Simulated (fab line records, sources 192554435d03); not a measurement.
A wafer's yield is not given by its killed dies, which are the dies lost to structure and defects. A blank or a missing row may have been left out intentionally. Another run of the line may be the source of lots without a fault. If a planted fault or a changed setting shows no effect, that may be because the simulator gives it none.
Matching of chambers :: flow n5 finfet :: 4 sister chambers for N5_MOL_CONTACT_COAG_CMP_23 on cmp-02
The step polishes, stops on SiO2, t overpolish 1.5 s, target thk 0 nm. 8 wafers are shown with their chamber, then 11 later ones without.

EACH WAFER AND ITS CHAMBER
wafer: L082.5
chamber: 1
motor current A (A): 6.2
time to endpoint s (s): 8.2

wafer: L082.6
chamber: 2
motor current A (A): 6.2
time to endpoint s (s): 10.3

wafer: L083.1
chamber: 1
motor current A (A): 6.0
time to endpoint s (s): 5.2

wafer: L083.3
chamber: 2
motor current A (A): 6.7
time to endpoint s (s): 9.3

wafer: L083.4
chamber: 0
motor current A (A): 6.2
time to endpoint s (s): 9.3

wafer: L087.4
chamber: 0
motor current A (A): 6.3
time to endpoint s (s): 8.9

wafer: L087.6
chamber: 3
motor current A (A): 8.1
time to endpoint s (s): 3.4

wafer: L090.2
chamber: 3
motor current A (A): 9.0
time to endpoint s (s): 6.5

WAFERS WITH NO CHAMBER GIVEN
wafer: L090.5
motor current A (A): 6.2
time to endpoint s (s): 7.7

wafer: L090.6
motor current A (A): 6.5
time to endpoint s (s): 8.5

wafer: L091.2
motor current A (A): 6.4
time to endpoint s (s): 9.1

wafer: L091.4
motor current A (A): 8.4
time to endpoint s (s): 7.9

wafer: L091.5
motor current A (A): 6.6
time to endpoint s (s): 13.3

wafer: L095.4
motor current A (A): 8.8
time to endpoint s (s): 7.7

wafer: L095.5
motor current A (A): 6.5
time to endpoint s (s): 9.5

wafer: L095.6
motor current A (A): 8.5
time to endpoint s (s): 7.4

wafer: L096.1
motor current A (A): 6.6
time to endpoint s (s): 4.6

wafer: L096.2
motor current A (A): 6.5
time to endpoint s (s): 5.2

wafer: L096.6
motor current A (A): 8.1
time to endpoint s (s): 5.1

CHAMBER TAKEN BY EACH
wafer: L090.5
from the rows above: can't be placed: 1 or 0 or 2
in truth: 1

wafer: L090.6
from the rows above: can't be placed: 0 or 2 or 1
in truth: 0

wafer: L091.2
from the rows above: can't be placed: 0 or 2 or 1
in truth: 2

wafer: L091.4
from the rows above: 3
in truth: 3

wafer: L091.5
from the rows above: can't be placed: 2 or 0
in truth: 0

wafer: L095.4
from the rows above: 3
in truth: 3

wafer: L095.5
from the rows above: can't be placed: 2 or 0 or 1
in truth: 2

wafer: L095.6
from the rows above: 3
in truth: 3

wafer: L096.1
from the rows above: can't be placed: 1 or 0 or 2
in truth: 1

wafer: L096.2
from the rows above: can't be placed: 1 or 0 or 2
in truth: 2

wafer: L096.6
from the rows above: 3
in truth: 3
Correct placement for 4 of the 11. Not placeable from these rows: 7 (in 7, the candidates include the true chamber). Number placed wrongly: 0.
How it was worked out, from the rows above alone: a wafer's distance from a chamber is the root of the sum, over the readings, of the square of ((its reading less the chamber's mean) divided by the reading's scatter). The wafer belongs to the nearest chamber; if the next one is less than 2 further off, it can't be placed. A chamber's mean is the mean of its shown wafers. The scatter: the root of (the sum of the squares of (reading less its chamber's mean) over the shown wafers, divided by (wafers less chambers)).
